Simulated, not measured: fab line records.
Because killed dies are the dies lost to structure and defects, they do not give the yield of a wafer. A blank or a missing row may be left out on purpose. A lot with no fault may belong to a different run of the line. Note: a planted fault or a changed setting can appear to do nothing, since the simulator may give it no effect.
fab line records	flow nand_harc	part 2 of 2: steps 5 to 6 of 6
record lots=22	wafers=66	last_day=34
route steps=1302 shown A_STAIRCASE@715
lots that met no fault: taken from a fault-free run of the same line
start_h: the number of hours between the record's first day and the start of the first shown wafer of the lot	wait_h: hours since the lot's step before	" identical to the entry in the row above	L1.1+2: one row covering several wafers at once	- value missing, or start not given	* or withheld: withheld	< > ~ a bound
route shown NAME@n: NAME is a module with steps in the file, n the number in the route of the first one	usual: mean and standard deviation over wafers with no fault	same: alike in all rows	chamber/n: place in a boat	sites: per-site readings	_std_site: the values' standard deviation	_edge_site: inner sites' mean taken away from outer sites' mean	radius_mm: for every site, how far away it sits from the centre of the wafer	mask NAME#n: copy n	behind: the tool/chamber that last shaped the wafer	hold: why the lot was held/for how many hours/how that ended	device: names the non-switching transistor (n, p or np)	end of line: the tests these same wafers got at the end of their route	a step without rows: its recipe alone	killed: dies that structure and defects cost at the first sort, which is not the same as the wafer's yield	map: a wafer's dies, x killed, . not, _ none there
set.NAME: setting as actually run; set.NAME@STEP: the setting as run at that earlier step	model.NAME: the simulator's own value behind a step, which no gauge read
a sample of lots followed through the steps of the route, with each step as a table and each wafer as a row
services: a tool's chamber out of use, with start hour (start_h, from the record's first day; less than 0 if before it), hours out, and reason
## steps
# step NHARC_A_STAIRCASE_HM_OPEN_460
# recipe o2_flow_sccm=400	cos_flow_sccm=20	ar_flow_sccm=0	rf_w=500	bias_w=300	chemistry=O2/COS
# usual drypump_motor_current_A=5.7/0.48	mfc_ar_sccm=0.004/0.0072	oes_product_au=1.004/0.0095	rf_vpp_V=467.6/2.6	showerhead_plenum_p_Torr=3.15/0.12	throttle_valve_pct=28.330/0.0095
lot.wafer	tool	chamber	start_h	wait_h	drypump_motor_current_A	mfc_ar_sccm	oes_product_au	rf_hours_counter_h	rf_vpp_V	showerhead_plenum_p_Torr	throttle_valve_pct
L075.2	rie_diel-11	0	-	-	6.7	0	1.002	36	467.9	3.15	28.330
L075.3	"	2	"	"	5.4	0	1.018	41	468.5	3.21	28.338
L075.5	"	2	"	"	5.4	0	1.019	-	468.0	3.21	28.312
L076.2	rie_diel-01	0	-	-	5.4	0.018	0.989	1	473.4	3.37	28.333
L076.1	"	2	"	"	6.2	0	1.014	1	462.2	2.92	28.329
L076.5	"	3	"	"	5.7	0	0.998	-	464.8	3.02	28.324
L074.3	rie_diel-11	1	-	-	5.1	0	1.003	39	468.0	3.10	28.313
L074.4	"	0	"	"	6.6	0	0.998	42	468.0	3.15	28.321
L074.5	"	2	"	"	5.4	0	1.006	-	468.5	3.21	28.339
L077.4	rie_diel-11	1	-	-	5.1	0	0.999	42	466.7	3.09	28.333
L077.2	"	2	"	"	5.4	0	1.001	49	469.2	3.21	28.350
L077.6	"	3	"	"	5.2	0.016	1.002	-	471.0	3.29	28.333
L078.4	rie_diel-11	0	-	-	6.6	0	0.997	46	467.9	3.15	28.329
L078.2	"	1	"	"	5.1	0	1.005	42	466.5	3.09	28.324
L078.1	"	3	"	"	5.2	0.016	1.009	50	471.4	3.29	28.322
L080.4	rie_diel-08	1	-	-	5.6	0.018	0.997	12	469.3	3.23	28.341
L080.1	"	2	"	"	5.6	0	0.990	12	464.7	3.06	28.334
L080.2	"	3	"	"	5.8	0	1.008	12	467.4	3.08	28.333
L079.2	rie_diel-11	3	-	-	5.2	0.016	1.001	55	470.4	3.29	28.340
L079.5	"	3	"	"	5.2	0.016	1.001	-	470.7	3.29	28.329
L079.6	"	0	"	"	6.7	0	0.994	-	467.8	3.15	28.341
L084.3	rie_diel-11	1	-	-	5.1	0	0.997	7	467.5	3.09	28.330
L084.1	"	2	"	"	5.4	0	1.003	9	469.8	3.20	28.342
L084.5	"	0	"	"	6.7	0	0.998	-	467.2	3.14	28.329
L081.4	rie_diel-11	1	-	-	5.1	0	1.008	9	467.2	3.09	28.342
L081.2	"	2	"	"	5.4	0	1.018	12	467.4	3.20	28.341
L081.1	"	3	"	"	5.2	0.016	1.003	13	471.0	3.28	28.342
L083.4	rie_diel-08	3	-	-	5.9	0	1.004	35	465.5	3.07	28.311
L083.1	"	0	"	"	5.4	0.009	1.013	28	466.0	3.16	28.340
L083.3	"	1	"	"	5.6	0.018	1.013	34	469.0	3.22	28.312
L085.3	rie_diel-11	1	-	-	5.1	0	1.004	11	465.2	3.08	28.320
L085.5	"	0	"	"	6.6	0	1.015	-	466.4	3.14	28.350
L085.4	"	1	"	"	5.1	0	0.997	-	466.0	3.09	28.346
L086.1	rie_diel-01	3	-	-	5.7	0	0.984	29	463.6	3.01	28.326
L086.5	"	1	"	"	5.9	0	1.006	-	467.1	3.15	28.330
L086.6	"	2	"	"	6.2	0	1.014	-	462.0	2.91	28.321
L088.4	rie_diel-01	0	-	-	5.4	0.018	0.998	41	470.9	3.35	28.330
L088.1	"	1	"	"	5.9	0	1.019	43	468.1	3.14	28.342
L088.6	"	3	"	"	5.7	0	0.991	-	464.6	3.01	28.331
L087.4	rie_diel-08	1	-	-	5.6	0.018	1.012	40	469.9	3.21	28.339
L087.1	"	0	"	"	5.4	0.009	1.009	37	468.6	3.15	28.331
L087.6	"	1	"	"	5.6	0.018	1.007	-	468.8	3.21	28.346
L090.3	rie_diel-01	2	-	-	6.2	0	1.020	46	464.2	2.90	28.326
L090.1	"	3	"	"	5.7	0	0.990	46	465.2	3.00	28.343
L090.6	"	1	"	"	5.9	0	1.016	-	466.8	3.14	28.333
L091.1	rie_diel-01	3	-	-	5.7	0	0.985	46	465.2	3.00	28.312
L091.3	"	0	"	"	5.5	0.018	1.007	52	473.6	3.35	28.344
L091.2	"	1	"	"	5.9	0	1.020	55	466.0	3.14	28.331
L092.3	rie_diel-08	0	-	-	5.4	0.009	1.008	55	468.5	3.14	28.334
L092.4	"	1	"	"	5.6	0.018	1.002	57	468.1	3.21	28.313
L092.6	"	0	"	"	5.4	0.009	1.004	-	467.5	3.14	28.345
L093.2	rie_diel-11	1	-	-	5.1	0	0.992	37	467.2	3.07	28.335
L093.4	"	3	"	"	5.2	0.016	1.010	40	470.1	3.26	28.353
L093.5	"	1	"	"	5.1	0	1.002	-	464.8	3.07	28.322
L094.1	rie_diel-11	2	-	-	5.4	0	1.008	36	469.2	3.19	28.327
L094.4	"	3	"	"	5.3	0.016	1.004	40	468.6	3.26	28.337
L094.3	"	0	"	"	6.7	0	1.003	40	467.7	3.13	28.326
L097.2	rie_diel-11	3	-	-	5.2	0.016	1.001	51	468.8	3.26	28.325
L097.1	"	1	"	"	5.1	0	1.004	47	466.0	3.07	28.336
L097.5	"	2	"	"	5.4	0	1.021	-	467.9	3.18	28.337
L096.3	rie_diel-01	3	-	-	5.7	0	1.002	12	465.2	3.00	28.326
L096.1	"	0	"	"	5.4	0.018	0.990	12	471.5	3.34	28.332
L096.6	"	3	"	"	5.7	0	0.985	-	464.5	3.00	28.326
L095.4	rie_diel-01	3	-	-	5.7	0	0.985	15	464.7	2.99	28.319
L095.3	"	1	"	"	5.9	0	1.011	14	467.6	3.13	28.319
L095.6	"	0	"	"	5.4	0.018	0.983	-	471.0	3.33	28.347
# step NHARC_A_STAIRCASE_DEP_151
# recipe target_thk_a=72000	temp_c=400	target_thk_nm=7200	teos_flow_sccm=200	rf_w=500	material=SiO2
# usual heater_power_w=640/110
lot.wafer	tool	chamber	start_h	wait_h	heater_power_w
L075.2	pecvd-04	1	409.94	0.4	835
L075.3	"	2	"	"	447
L075.5	"	1	"	"	711
L076.2	pecvd-01	1	420.08	0.5	829
L076.1	"	2	"	"	633
L076.5	"	1	"	"	703
L074.3	pecvd-04	0	426.11	0.6	730
L074.5	"	2	"	"	467
L074.4	"	0	"	"	717
L077.2	pecvd-01	1	426.11	0.6	737
L077.4	"	0	"	"	655
L077.6	"	1	"	"	689
L078.2	pecvd-02	2	429.78	0.5	642
L078.1	"	0	"	"	540
L078.4	"	0	"	"	488
L080.1	pecvd-04	0	443.33	0.5	859
L080.2	"	1	"	"	739
L080.4	"	2	"	"	447
L079.2	pecvd-01	1	453.30	0.6	731
L079.5	"	2	"	"	509
L079.6	"	0	"	"	637
L084.1	pecvd-01	1	487.74	0.4	822
L084.3	"	2	"	"	541
L084.5	"	0	"	"	641
L081.2	pecvd-04	0	494.52	0.5	760
L081.1	"	1	"	"	812
L081.4	"	2	"	"	473
L083.1	pecvd-02	2	501.42	0.4	648
L083.3	"	0	"	"	550
L083.4	"	1	"	"	596
L086.1	pecvd-02	0	508.62	0.4	531
L086.6	"	0	"	"	478
L086.5	"	1	"	"	603
L085.3	pecvd-04	1	508.77	0.6	844
L085.5	"	0	"	"	744
L085.4	"	1	"	"	686
L088.1	pecvd-01	2	535.36	0.4	537
L088.4	"	2	"	"	520
L088.6	"	2	"	"	518
L087.1	pecvd-02	1	541.40	0.4	723
L087.4	"	2	"	"	519
L087.6	"	0	"	"	476
L091.2	pecvd-01	0	560.97	0.4	751
L091.3	"	1	"	"	783
L091.1	"	2	"	"	552
L090.3	pecvd-04	0	564.35	0.4	758
L090.1	"	2	"	"	472
L090.6	"	2	"	"	469
L092.3	pecvd-01	2	564.54	0.6	596
L092.6	"	0	"	"	612
L092.4	"	2	"	"	523
L093.2	pecvd-02	2	586.59	0.6	583
L093.5	"	1	"	"	596
L093.4	"	2	"	"	532
L094.1	pecvd-01	2	589.64	0.5	574
L094.3	"	0	"	"	676
L094.4	"	2	"	"	527
L096.3	pecvd-04	1	618.67	0.4	776
L096.1	"	0	"	"	826
L096.6	"	1	"	"	685
L097.1	pecvd-01	0	618.68	0.4	715
L097.2	"	1	"	"	697
L097.5	"	1	"	"	674
L095.3	pecvd-01	2	637.90	0.6	594
L095.4	"	0	"	"	633
L095.6	"	1	"	"	699
## services
tool	chamber	start_h	hours	kind
rie_diel-01	3	341.35	4.0	repair
rie_diel-08	-	371.91	9.0	pm
rie_diel-11	2	374.60	5.1	repair
rie_diel-11	0	376.23	4.5	repair
pecvd-01	2	380.34	5.8	repair
rie_diel-11	1	382.95	10.2	repair
rie_diel-08	0	405.01	15.9	repair
rie_diel-01	2	406.95	6.4	repair
rie_diel-01	2	418.99	8.1	repair
rie_diel-08	0	432.64	2.7	repair
rie_diel-11	-	435.98	9.0	pm
rie_diel-01	3	461.79	1.3	repair
rie_diel-01	3	474.99	5.7	repair
rie_diel-08	1	481.25	4.0	repair
rie_diel-11	3	486.50	8.3	repair
pecvd-01	-	492.22	13.0	pm
rie_diel-08	-	498.61	5.7	repair
pecvd-01	0	531.17	15.8	repair
rie_diel-08	-	548.91	9.0	pm
rie_diel-01	-	557.90	9.0	pm
rie_diel-11	2	559.48	3.5	repair
rie_diel-01	-	591.56	0.6	repair
rie_diel-11	-	613.16	9.0	pm
rie_diel-11	2	635.67	3.2	repair
